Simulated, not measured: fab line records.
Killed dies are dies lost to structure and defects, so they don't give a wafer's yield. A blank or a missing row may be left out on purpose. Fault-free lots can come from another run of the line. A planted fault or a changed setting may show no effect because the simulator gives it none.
fab line records | flow n5-finfet
record: lots: 7 wafers: 39
route steps=1938 shown ZERO_LAYER@4 FIN_CUT@173 ILD0@342 MOL_CONTACT_COAG@537 BEOL_M2@857 BEOL_M5@1154
start-h: hours from the record's first day to the start of the lot's first wafer shown | wait-h: hours since the lot's step before | " identical to the entry in the row above | L1.1+2: one row covering several wafers at once | - no value, or no start was given | * or withheld: withheld | < > ~ a bound
route shown NAME@n: NAME is a module with steps in the file, n the number in the route of the first one | usual: mean/standard deviation taken from wafers without a fault | same: alike in all rows | chamber/n: place in a boat | sites: readings site by site | _std_site: the standard deviation of these | _edge_site: outer sites' mean less inner sites' | radius-mm: how far each site lies from the wafer's centre | mask NAME#n: copy n | behind: tool/chamber where the wafer was last shaped | hold: the reason the lot was held/the length of the hold in hours/how it ended | device: whichever transistor did not switch (one of n, p or np) | end of line: the route-end tests of the same wafers | where a step has no rows: the recipe by itself | killed: count of dies lost to structure and defects at first sort (not the wafer's yield) | map: shows each die of a wafer: x if killed, . if not, _ if none is there
set.NAME: the run value of the setting; set.NAME@STEP: its run value at that earlier step | model.NAME: the simulator's own value behind a step, which no gauge read
lots run with intentionally changed settings; tables by step, rows by wafer
== steps ==
step: N5_ZERO_LAYER_PECVD_02
recipe: material: SiO2 target-thk-a: 100 temp-c: 400 precursor: SiH4/N2O pressure-torr: 0.75 rf-w: 275 time-s: 6
columns lot.wafer tool chamber start-h wait-h set.time-s model.SiO2_of_ZERO_LAYER_PECVD_02.thk-nm
L075.1 pecvd-04 0 18.28 0.0 7.891 13.23
L075.2 " 2 " " 6 9.776
L075.3 " 1 " " 7.891 13.13
L075.4 " 1 " " 7.891 13.3
L075.5 " 2 " " 6 10.1
L075.6 " 0 " " 6 9.99
L077.1 pecvd-01 2 30.28 0.0 6 9.617
L077.2 " 1 " " 3.038 4.964
L077.3 " 0 " " 6 9.628
L077.4 " 1 " " 6 10.01
L077.5 " 0 " " 3.038 4.855
L077.6 " 2 " " 3.038 4.862
L078.1 pecvd-04 0 36.30 0.0 6 9.779
L078.2 " 1 " " 3.201 5.391
L078.3 " 0 " " 3.201 5.526
L078.4 " 1 " " 6 10.12
L078.5 " 1 " " 6 10.1
L078.6 " 0 " " 3.201 5.384
L079.1 pecvd-04 1 42.30 0.0 6 10.05
L079.4 " 1 " " 6 10.31
L079.5 " 0 " " 6 10.08
L084.1 pecvd-04 2 72.28 0.0 6 9.687
L084.2 " 0 " " 6 9.82
L084.3 " 1 " " 6 10.14
L084.4 " 2 " " 6 9.786
L084.5 " 1 " " 6 10.29
L084.6 " 0 " " 6 9.963
L086.1 pecvd-01 2 84.28 0.0 6 9.4
L086.2 " 1 " " 6 9.519
L086.3 " 0 " " 6 9.574
L086.4 " 2 " " 6 9.688
L086.5 " 0 " " 6 9.526
L086.6 " 1 " " 6 9.731
L092.1 pecvd-03 1 120.29 0.0 8.402 13.87
L092.2 " 2 " " 8.402 14.07
L092.3 " 0 " " 6 10.08
L092.4 " 2 " " 6 10.02
L092.5 " 1 " " 6 10.19
L092.6 " 0 " " 8.402 14.28
step: N5_FIN_CUT_CUT_ETCH_26
recipe: chemistry: CH3F/O2 target: SiNx target-depth-a: 390 mask-material: SOC time-s: 55.7 pressure-mtorr: 30 source-w: 395 bias-w: 73 Ar_flow_sccm: 150 CH3F_flow_sccm: 30 O2_flow_sccm: 20 ion-energy-ev: 120
columns lot.wafer tool chamber start-h wait-h set.target-depth-a model.etch.depth-nm model.SOC_of_FIN_CUT_COAT_18.thk-nm
L075.1 rie-diel-01 3 33.51 0.0 221 21.04 220
L075.2 " 1 " " 390 39.17 210.6
L075.3 " 2 " " 390 39.31 211.6
L075.4 " 0 " " 221 22.51 219.2
L075.5 " 1 " " 390 39.47 210.8
L075.6 " 0 " " 221 22.27 218.8
L077.1 rie-diel-02 0 47.13 0.0 390 38.24 211
L077.2 " 3 " " 390 39.08 210.4
L077.3 " 1 " " 390 38.71 211.6
L077.4 " 2 " " 390 40.17 210.4
L077.5 " 2 " " 390 39.72 210.6
L077.6 " 3 " " 390 39.18 210.6
L078.1 rie-diel-01 1 52.36 0.0 390 39.38 210.2
L078.2 " 2 " " 390 39.3 210.2
L078.3 " 1 " " 390 39.24 210.4
L078.4 " 2 " " 390 39.39 210.2
L078.5 " 2 " " 390 39.44 210
L078.6 " 1 " " 390 39.58 210
L079.1 rie-diel-01 1 57.43 0.0 390 40.1 210.2
L079.4 " 1 " " 390 39.69 211.2
L079.5 " 3 " " 390 37.41 211.4
L084.1 rie-diel-01 3 87.68 0.0 390 37.05 211.2
L084.2 " 0 " " 390 39.91 209.6
L084.3 " 1 " " 177.5 17.75 220.8
L084.4 " 2 " " 177.5 17.8 220.4
L084.5 " 1 " " 390 38.99 210.6
L084.6 " 0 " " 177.5 18.18 220.8
L086.1 rie-diel-02 3 102.79 0.0 390 38.28 212
L086.2 " 2 " " 270.4 27.28 216.2
L086.3 " 0 " " 270.4 26.33 217.2
L086.4 " 3 " " 390 38.72 212
L086.5 " 2 " " 270.4 27.28 217
L086.6 " 0 " " 390 37.9 211.8
L092.1 rie-diel-03 2 135.79 0.0 390 39.49 210
L092.2 " 1 " " 178 17.47 220.8
L092.3 " 0 " " 390 36.52 211.6
L092.4 " 3 " " 390 39.24 210.6
L092.5 " 0 " " 178 16.72 221.6
L092.6 " 3 " " 178 17.74 220.8
step: N5_FIN_CUT_CUT_ETCH_27
recipe: chemistry: CHF3/O2 target: SiO2 target-depth-a: 40 mask-material: SOC overetch-a: 20 time-s: 4.9 pressure-mtorr: 30 source-w: 650 bias-w: 170 Ar_flow_sccm: 200 CHF3_flow_sccm: 50 O2_flow_sccm: 5 ion-energy-ev: 200
columns lot.wafer tool chamber start-h wait-h set.target-depth-a@FIN_CUT_CUT_ETCH_26 model.SOC_of_FIN_CUT_COAT_18.thk-nm
L075.1 rie-diel-01 3 33.56 0.0 221 216.2
L075.2 " 1 " " 390 206.8
L075.3 " 2 " " 390 207.6
L075.4 " 0 " " 221 215.2
L075.5 " 1 " " 390 207
L075.6 " 0 " " 221 214.6
L077.1 rie-diel-02 0 47.17 0.0 390 207.4
L077.2+5 " 3,2 " " 390 206.6
L077.3 " 1 " " 390 207.8
L077.4 " 2 " " 390 206.4
L077.6 " 3 " " 390 206.8
L078.1+4+5+6 rie-diel-01 1,2,2,1 52.43 0.0 390 206.2
L078.2 " 2 " " 390 206.4
L078.3 " 1 " " 390 206.6
L079.1 rie-diel-01 1 57.49 0.0 390 206.4
L079.4 " 1 " " 390 207.4
L079.5 " 3 " " 390 207.8
L084.1 rie-diel-01 3 87.73 0.0 390 207.4
L084.2 " 0 " " 390 205.6
L084.3 " 1 " " 177.5 217
L084.4 " 2 " " 177.5 216.6
L084.5 " 1 " " 390 206.8
L084.6 " 0 " " 177.5 216.8
L086.1+4+6 rie-diel-02 3,3,0 102.83 0.0 390 208.2
L086.2 " 2 " " 270.4 212.2
L086.3 " 0 " " 270.4 213.6
L086.5 " 2 " " 270.4 213
L092.1 rie-diel-03 2 135.83 0.0 390 206
L092.2 " 1 " " 178 217
L092.3 " 0 " " 390 207.8
L092.4 " 3 " " 390 206.6
L092.5 " 0 " " 178 217.8
L092.6 " 3 " " 178 216.8
step: N5_FIN_CUT_CUT_ETCH_15
recipe: chemistry: HBr/Cl2/O2 target: Si target-depth-a: 1000 bt-time-s: 10 mask-material: SOC time-s: 42.4 ion-energy-ev: * bias-w: * pressure-mtorr: 10 icp-w: 800 HBr_flow_sccm: 150 Cl2_flow_sccm: 80 O2_flow_sccm: 12
columns lot.wafer tool chamber start-h wait-h set.time-s set.target-depth-a@FIN_CUT_CUT_ETCH_26 model.FIN_CUT.feature-depth-nm model.etch.depth-nm model.SOC_of_FIN_CUT_COAT_18.thk-nm
L075.1 rie-si-01 3 33.71 0.1 51.97 221 122.8 122.8 170.2
L075.2 " 2 " " 51.97 390 124.8 124.8 160
L075.3 " 0 " " 42.4 390 103.4 103.4 168.8
L075.4 " 1 " " 42.4 221 101.6 101.5 177
L075.5 " 3 " " 51.97 390 124.4 124.4 160.4
L075.6 " 0 " " 42.4 221 101.8 101.7 176.4
L077.1 rie-si-06 3 47.32 0.1 42.4 390 103.6 103.6 168.8
L077.2 " 2 " " 33.34 390 80.4 80.47 176.2
L077.3 " 0 " " 33.34 390 79.4 79.47 177.8
L077.4 " 2 " " 42.4 390 102.4 102.5 167.8
L077.5 " 0 " " 33.34 390 79.2 79.22 176.8
L077.6 " 3 " " 42.4 390 103.8 103.8 168
L078.1 rie-si-02 1 52.60 0.1 64.53 390 151.8 151.8 149.4
L078.2 " 0 " " 42.4 390 101.8 101.8 168
L078.3 " 2 " " 64.53 390 155.6 155.5 148.4
L078.4 " 3 " " 42.4 390 97 97.03 170
L078.5 " 3 " " 64.53 390 150 149.9 150.2
L078.6 " 2 " " 42.4 390 102.8 102.8 167.6
L079.1 rie-si-01 2 57.67 0.1 42.4 390 102.8 102.8 167.8
L079.4 " 0 " " 42.4 390 103.2 103.3 168.4
L079.5 " 2 " " 42.4 390 102 102.1 169.6
L084.1 rie-si-06 0 87.88 0.1 52.93 390 125.8 125.7 160.2
L084.2 " 2 " " 42.4 390 102 102.1 167.2
L084.3 " 3 " " 52.93 177.5 129 128.9 169
L084.4 " 2 " " 52.93 177.5 127.6 127.7 168.6
L084.5 " 0 " " 42.4 390 100.6 100.7 169
L084.6 " 3 " " 42.4 177.5 103 102.9 178.4
L086.1 rie-si-01 2 102.99 0.1 42.4 390 101.6 101.6 170.2
L086.2 " 0 " " 42.4 270.4 101.2 101.1 174.2
L086.3 " 1 " " 19.52 270.4 46.2 46.28 196.2
L086.4 " 3 " " 19.52 390 46.2 46.13 190.8
L086.5 " 3 " " 19.52 270.4 46 45.98 195.8
L086.6 " 0 " " 42.4 390 101 101.1 170.4
L092.1 rie-si-02 2 135.98 0.1 63.54 390 153 153 148.6
L092.2 " 1 " " 42.4 178 98 97.9 180.2
L092.3 " 3 " " 63.54 390 145.6 145.5 153.4
L092.4 " 0 " " 42.4 390 101 101 168.6
L092.5 " 3 " " 63.54 178 144.4 144.3 164
L092.6 " 2 " " 42.4 178 102 102 178.6
step: N5_FIN_CUT_CUT_ETCH_28
recipe: chemistry: HBr/Cl2/O2 target: Si target-depth-a: 60 mask-material: SOC time-s: 2.4 ion-energy-ev: * bias-w: * pressure-mtorr: 10 icp-w: 800 HBr_flow_sccm: 150 Cl2_flow_sccm: 80 O2_flow_sccm: 12
columns lot.wafer tool chamber start-h wait-h set.target-depth-a@FIN_CUT_CUT_ETCH_26 set.time-s@FIN_CUT_CUT_ETCH_15 model.SOC_of_FIN_CUT_COAT_18.thk-nm
L075.1 rie-si-01 3 33.76 0.0 221 51.97 168.4
L075.2 " 2 " " 390 51.97 158.2
L075.3 " 0 " " 390 42.4 167
L075.4 " 1 " " 221 42.4 175.4
L075.5 " 3 " " 390 51.97 158.6
L075.6 " 0 " " 221 42.4 174.6
L077.1 rie-si-06 3 47.38 0.0 390 42.4 167
L077.2 " 2 " " 390 33.34 174.6
L077.3 " 0 " " 390 33.34 176.2
L077.4 " 2 " " 390 42.4 166
L077.5 " 0 " " 390 33.34 175.2
L077.6 " 3 " " 390 42.4 166.2
L078.1 rie-si-02 1 52.66 0.0 390 64.53 147.8
L078.2 " 0 " " 390 42.4 166.2
L078.3 " 2 " " 390 64.53 146.6
L078.4 " 3 " " 390 42.4 168.4
L078.5 " 3 " " 390 64.53 148.4
L078.6 " 2 " " 390 42.4 166
L079.1 rie-si-01 2 57.72 0.0 390 42.4 166.2
L079.4 " 0 " " 390 42.4 166.8
L079.5 " 2 " " 390 42.4 167.8
L084.1 rie-si-06 0 87.93 0.0 390 52.93 158.4
L084.2 " 2 " " 390 42.4 165.6
L084.3 " 3 " " 177.5 52.93 167.2
L084.4 " 2 " " 177.5 52.93 166.8
L084.5 " 0 " " 390 42.4 167.2
L084.6 " 3 " " 177.5 42.4 176.6
L086.1 rie-si-01 2 103.04 0.0 390 42.4 168.4
L086.2 " 0 " " 270.4 42.4 172.4
L086.3 " 1 " " 270.4 19.52 194.6
L086.4 " 3 " " 390 19.52 189
L086.5 " 3 " " 270.4 19.52 194
L086.6 " 0 " " 390 42.4 168.6
L092.1 rie-si-02 2 136.04 0.0 390 63.54 146.8
L092.2 " 1 " " 178 42.4 178.6
L092.3 " 3 " " 390 63.54 151.8
L092.4 " 0 " " 390 42.4 166.8
L092.5 " 3 " " 178 63.54 162.2
L092.6 " 2 " " 178 42.4 177
step: N5_ILD0_PRECLEAN_10
recipe: chemistry: NF3:NH3 afs-cycles: 5 time-s: 20 temp-c: 30 sublimation-temp-c: 180 sublimation-time-s: 60 pressure-torr: 3 rf-power-w: 30
columns lot.wafer tool chamber start-h wait-h set.time-s model.SiO2_flowable_of_ILD0_FCVD_FILL_01.thk-nm
L075.1 remote-plasma-01 0 70.74 0.0 20 119.4
L075.2 " 0 " " 20 117.2
L075.3 " 0 " " 16.92 122.8
L075.4 " 0 " " 16.92 120.2
L075.5 " 0 " " 16.92 119.6
L075.6 " 0 " " 20 119.6
L077.1 remote-plasma-01 0 81.69 0.0 20 120.8
L077.2 " 0 " " 20 117.8
L077.3 " 0 " " 20 117.2
L077.4 " 0 " " 29.88 114.4
L077.5 " 0 " " 29.88 113.2
L077.6 " 0 " " 29.88 111.8
L078.1 remote-plasma-02 1 89.25 0.0 27.65 114
L078.2 " 1 " " 20 120.6
L078.3 " 1 " " 20 118.6
L078.4 " 1 " " 27.65 114.6
L078.5 " 1 " " 20 118.8
L078.6 " 1 " " 27.65 114.4
L079.1+4 remote-plasma-02 1 91.39 0.0 20 119.6
L079.5 " 1 " " 20 118
L084.1 remote-plasma-01 0 122.53 0.0 20 117.8
L084.2 " 0 " " 20 120.4
L084.3 " 0 " " 20 118.8
L084.4 " 0 " " 20 120.8
L084.5 " 0 " " 20 118.2
L084.6 " 0 " " 20 121
L086.1 remote-plasma-01 0 138.03 0.0 27.53 113.4
L086.2 " 0 " " 20 121.2
L086.3 " 0 " " 27.53 114.4
L086.4 " 0 " " 20 118.2
L086.5 " 0 " " 20 117.8
L086.6 " 0 " " 27.53 113.6
L092.1 remote-plasma-02 1 168.96 0.0 20 121.6
L092.2 " 1 " " 20 121
L092.3 " 1 " " 12.08 125.4
L092.4 " 1 " " 12.08 127.2
L092.5 " 1 " " 20 119.2
L092.6 " 1 " " 12.08 126.6
step: N5_MOL_CONTACT_COAG_ETCH_15
recipe: chemistry: CH3F/O2 target: SiNx target-depth-a: 70 mask-material: SOC stop-on: Si:P over-etch-frac: 0.75 ion-energy-ev: 120 pressure-mtorr: 30 source-w: 395 bias-w: 73 Ar_flow_sccm: 150 CH3F_flow_sccm: 30 O2_flow_sccm: 20
columns lot.wafer tool chamber start-h wait-h set.target-depth-a model.SOC_of_MOL_CONTACT_COAG_COAT_103.thk-nm
L075.1+3+5 rie-diel-04 3,2,1 96.79 0.0 70 75
L075.2 " 1 " " 70 75.2
L075.4+6 " 0 " " 70 74.6
L077.1 rie-diel-04 0 108.31 0.0 99.86 73.8
L077.2 " 1 " " 70 75.2
L077.3+6 " 2,1 " " 99.86 73.6
L077.4+5 " 3,2 " " 70 75.4
L078.1+5 rie-diel-05 2,1 114.61 0.0 56.45 75.8
L078.2 " 3 " " 56.45 76
L078.3 " 1 " " 70 75.2
L078.4+6 " 0,2 " " 70 75
L079.1+5 rie-diel-05 0,1 118.32 0.0 70 75.2
L079.4 " 3 " " 70 75.4
L084.1+5 rie-diel-05 0 149.22 0.0 70 75.2
L084.2+4+6 " 3,2,3 " " 83.49 74.4
L084.3 " 1 " " 70 74.8
L086.1+3+4 rie-diel-04 1,2,1 163.49 0.0 70 75.4
L086.2 " 0 " " 94.15 73.4
L086.5 " 0 " " 94.15 73.8
L086.6 " 2 " " 94.15 74.2
L092.1 rie-diel-06 3 194.55 0.0 70 75
L092.2 " 1 " " 46.24 76.6
L092.3+6 " 0 " " 46.24 76.4
L092.4 " 2 " " 70 74.8
L092.5 " 1 " " 70 75.4
step: N5_BEOL_M2_DESCUM_16
recipe: chemistry: O2 time-s: 7 source-power-w: 50 bias-power-w: 20 pressure-mtorr: 20 rf-frequency-hz: 2.712e+07 temp-c: 40 resist: CAR-EUV o2-flow-sccm: 225
columns lot.wafer tool chamber start-h wait-h set.time-s model.CAR-EUV_of_BEOL_M2_COAT_05.thk-nm
L075.1+2+3+4+5+6 rie-diel-05 0,1,2,1,0,2 141.16 0.0 7 26.2
L077.1+3+5 rie-diel-05 1,2,0 148.53 0.1 7 26
L077.2 " 3 " " 10.71 24
L077.4+6 " 0,3 " " 10.71 24.2
L078.1+5+6 rie-diel-04 1,1,2 153.02 0.0 3.544 27.8
L078.2+3+4 " 2,0,0 " " 7 26
L079.1+4+5 rie-diel-05 1,0,0 157.75 0.0 7 26
L084.1+4+5 rie-diel-05 3,2,3 198.61 0.1 10.66 24.2
L084.2+3+6 " 0,1,2 " " 7 26.2
L086.1+2+3 rie-diel-06 2,3,1 210.99 0.0 10 24.6
L086.4+5 " 2,3 " " 7 26
L086.6 " 1 " " 7 26.2
L092.1+6 rie-diel-06 3,1 240.64 0.0 7 26
L092.2 " 2 " " 2.839 28
L092.3+4 " 1,0 " " 2.839 28.2
L092.5 " 0 " " 7 26.2
step: N5_BEOL_M5_ETCH_68
recipe: chemistry: N2/H2 target: SOC target-depth-a: 800 overetch-a: 160 mask-material: SiARC temp-c: 40 time-s: 120 ion-energy-ev: 200 pressure-mtorr: 30 source-w: 840 bias-w: 150 n2-flow-sccm: 200 h2-flow-sccm: 200
columns lot.wafer tool chamber start-h wait-h set.time-s model.SiARC_of_BEOL_M5_COAT_66.thk-nm
L075.1+4 rie-diel-03 3,0 176.97 0.0 99.05 7.6
L075.2 " 2 " " 120 6.2
L075.3 " 1 " " 120 6.4
L075.5 " 1 " " 120 6.6
L075.6 " 2 " " 99.05 7.2
L077.1 rie-diel-02 0 186.37 0.0 168.1 4.6
L077.2 " 2 " " 120 6.2
L077.3+6 " 3 " " 120 6.4
L077.4 " 1 " " 168.1 4
L077.5 " 2 " " 168.1 3.8
L078.1+6 rie-diel-01 1 188.84 0.0 140.9 5.4
L078.2 " 3 " " 140.9 6
L078.3+4+5 " 0,2,0 " " 120 6
L079.1+5 rie-diel-03 1 199.27 0.0 120 6.4
L079.4 " 0 " " 120 6.6
L084.1 rie-diel-01 2 232.13 0.0 120 6
L084.2+5 " 3 " " 120 6.8
L084.3+6 " 1 " " 120 6.4
L084.4 " 2 " " 120 6.2
L086.1 rie-diel-03 2 251.37 0.0 120 6.2
L086.2+6 " 0 " " 120 6.6
L086.3+4+5 " 3,1,1 " " 120 6.4
L092.1+4+6 rie-diel-02 2,2,1 279.24 0.0 120 6.2
L092.2 " 0 " " 186.8 3.8
L092.3 " 1 " " 186.8 3
L092.5 " 0 " " 186.8 4
== key ==
split: step: N5_ZERO_LAYER_PECVD_02 setting: time-s stated: 6 by: wafer
response: step: N5_ZERO_LAYER_PECVD_02 reading: model.SiO2_of_ZERO_LAYER_PECVD_02.thk-nm change: +0.0992 per: 1% r: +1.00
split: step: N5_FIN_CUT_CUT_ETCH_26 setting: target-depth-a stated: 390 by: wafer
response: step: N5_FIN_CUT_CUT_ETCH_26 reading: model.etch.depth-nm change: +0.386 per: 1% r: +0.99
response: step: N5_FIN_CUT_CUT_ETCH_26 reading: model.SOC_of_FIN_CUT_COAT_18.thk-nm change: -0.186 per: 1% r: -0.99
response: step: N5_FIN_CUT_CUT_ETCH_27 reading: model.SOC_of_FIN_CUT_COAT_18.thk-nm change: -0.185 per: 1% r: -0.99
response: step: N5_FIN_CUT_CUT_ETCH_15 reading: model.SOC_of_FIN_CUT_COAT_18.thk-nm slope: -0.191 per: 1% together-with: time-s@FIN_CUT_CUT_ETCH_15 explained: 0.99
response: step: N5_FIN_CUT_CUT_ETCH_28 reading: model.SOC_of_FIN_CUT_COAT_18.thk-nm slope: -0.191 per: 1% together-with: time-s@FIN_CUT_CUT_ETCH_15 explained: 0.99
split: step: N5_FIN_CUT_CUT_ETCH_15 setting: time-s stated: 42.4 by: wafer
response: step: N5_FIN_CUT_CUT_ETCH_15 reading: model.FIN_CUT.feature-depth-nm change: +0.997 per: 1% r: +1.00
response: step: N5_FIN_CUT_CUT_ETCH_15 reading: model.etch.depth-nm change: +0.996 per: 1% r: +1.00
response: step: N5_FIN_CUT_CUT_ETCH_15 reading: model.SOC_of_FIN_CUT_COAT_18.thk-nm change: -0.393 per: 1% r: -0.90
response: step: N5_FIN_CUT_CUT_ETCH_28 reading: model.SOC_of_FIN_CUT_COAT_18.thk-nm slope: -0.368 per: 1% together-with: target-depth-a@FIN_CUT_CUT_ETCH_26 explained: 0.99
split: step: N5_ILD0_PRECLEAN_10 setting: time-s stated: 20 by: wafer
response: step: N5_ILD0_PRECLEAN_10 reading: model.SiO2_flowable_of_ILD0_FCVD_FILL_01.thk-nm change: -0.129 per: 1% r: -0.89
split: step: N5_MOL_CONTACT_COAG_ETCH_15 setting: target-depth-a stated: 70 by: wafer
response: step: N5_MOL_CONTACT_COAG_ETCH_15 reading: model.SOC_of_MOL_CONTACT_COAG_COAT_103.thk-nm change: -0.0412 per: 1% r: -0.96
split: step: N5_BEOL_M2_DESCUM_16 setting: time-s stated: 7 by: wafer
response: step: N5_BEOL_M2_DESCUM_16 reading: model.CAR-EUV_of_BEOL_M2_COAT_05.thk-nm change: -0.0358 per: 1% r: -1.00
split: step: N5_BEOL_M5_ETCH_68 setting: time-s stated: 120 by: wafer
response: step: N5_BEOL_M5_ETCH_68 reading: model.SiARC_of_BEOL_M5_COAT_66.thk-nm change: -0.0486 per: 1% r: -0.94
